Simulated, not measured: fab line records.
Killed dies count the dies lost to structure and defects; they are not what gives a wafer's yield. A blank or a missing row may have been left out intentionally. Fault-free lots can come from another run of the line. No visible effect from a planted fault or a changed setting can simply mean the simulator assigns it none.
Struck lot and sound lot, side by side -- flow nand harc -- 15 steps out of a route of 1302
Sound: these wafers, L894.2, L894.3, L894.5. Wafers L905.3, L905.4, L905.6 were the ones struck. At the end, the cause is stated.
At each step with rows: each side's tool, then ch and its chambers, then its first start. Under that, the readings that differ: sound wafers -- struck wafers -- difference of the means -- sigmas: that difference in standard deviations of wafers without a fault.
alike: readings whose means differ by less than 2 such deviations, and words and numbers that are the same on both sides. not compared: withheld readings, readings that some wafer has no value for, bounds like >300 that may hide the same value, and numbers for which the record gives no deviation and whose values overlap.
Wherever a step has rows on one side only, a row that says differs or no value, or a row with sigmas, the two part there. Non-overlapping numbers with no deviation appear without sigmas and do not part them. Lack of a reading on every wafer of one side parts them only where that side has two or more wafers.

first, 6 steps without rows for these wafers: NHARC_A_SLIT_COAT_03 (resist thk 90 nm); NHARC_A_SLIT_SOFTBAKE_04 (time 55 s); NHARC_A_SLIT_EBR_05; NHARC_A_SLIT_EXPOSE_06 (exposes mask SLIT); NHARC_A_SLIT_PEB_07 (peb time 65 s); NHARC_A_SLIT_DEVELOP_08 (develop time 35 s).
NHARC_A_SLIT_CD_MEAS_09: target cd 300 nm.
  sound on cd sem-02 ch 0, day 22 10:17; struck on cd sem-03 ch 0, day 26 19:59
reading,sound,struck,difference,sigmas
cd nm (nm),298.9 299.9 299.7,300.8 300.9 301.0,+1.4,+2
NHARC_A_SLIT_OVL_MEAS_10:
  sound on overlay-02 at day 22 10:22; struck on overlay-02 at day 26 20:05
  alike: overlay x nm, overlay y nm
NHARC_A_SLIT_INSPECT_11:
  sound on defect inspect-01 at day 22 10:25; struck on defect inspect-01 at day 26 20:07
  alike: raw defect count
NHARC_A_SLIT_DESCUM_14: chemistry O2, time 3 s.
  sound on rie diel-08 ch 0,1, day 22 10:28; struck on rie diel-02 ch 1,3, day 26 20:11
reading,sound,struck,difference,sigmas
rf vpp V (V),56.7 56.3 56.7,58.0 58.7 58.6,+1.9,+2
showerhead plenum p Torr (Torr),1.82 1.81 1.81,1.99 1.93 1.99,+0.16,+2
  alike: drypump motor current A, oes product au, throttle valve pct
  not compared: rf hours counter h
NHARC_A_SLIT_ETCH_24: etches the open film in CF4/CHF3, target depth 121 nm, time 60.5 s.
  sound on rie diel-08 ch 0,1,3, day 22 10:34; struck on rie diel-02 ch 0,2, day 26 20:16
  alike: bias w, cf4 flow sccm, drypump motor current A, oes product au, rf vpp V, showerhead plenum p Torr, throttle valve pct
  not compared: rf hours counter h
NHARC_A_SLIT_ETCH_15: etches the open film in O2/COS, target depth 6200 nm, time 1612 s.
  sound on rie diel-08 ch 0,2,3; struck on rie diel-02 ch 0,1,2
  alike: bias w, chamber pressure mTorr, drypump motor current A, oes product au, rf vpp V, showerhead plenum p Torr, throttle valve pct
  not compared: rf hours counter h
NHARC_A_SLIT_ETCH_17: etches the open film in C4F8/O2/Ar, time 4254.5 s, target depth 20300 nm.
  sound on har etch-01 ch 0,1, day 22 11:43; struck on har etch-01 ch 0,1, day 26 22:39
  no value came back on the struck wafers for any of 6 readings (c4f8 flow sccm (sccm), chamber pressure mTorr (mTorr) and others); on the sound wafers c4f8 flow sccm (sccm) reads 82.83 83.24 82.59
  not compared: rf hours counter h
NHARC_A_SLIT_ETCH_26: etches the open film in C4F8/O2/Ar, time 90 s, target depth 400 nm.
  sound on har etch-01 ch 0,1, day 22 15:21; struck on har etch-01 ch 0,1, day 27 01:11
  alike: bias v, c4f8 flow sccm, drypump motor current A, showerhead plenum p Torr, throttle valve pct
  not compared: rf hours counter h
-- record jumps: 5 days between struck wafers' starts before vs after; left off in module A_SLIT, resumes in module END, first step shown is number 1302 of the route --
NHARC_END_SORT_01:
  the record has rows for the struck wafers here (prober-02 ch 0, day 31 13:46) and none for the sound ones

WHERE THEY PART
At NHARC_A_SLIT_CD_MEAS_09 first; at NHARC_END_SORT_01 last (within this record only).

WHY: whatever the simulator had introduced
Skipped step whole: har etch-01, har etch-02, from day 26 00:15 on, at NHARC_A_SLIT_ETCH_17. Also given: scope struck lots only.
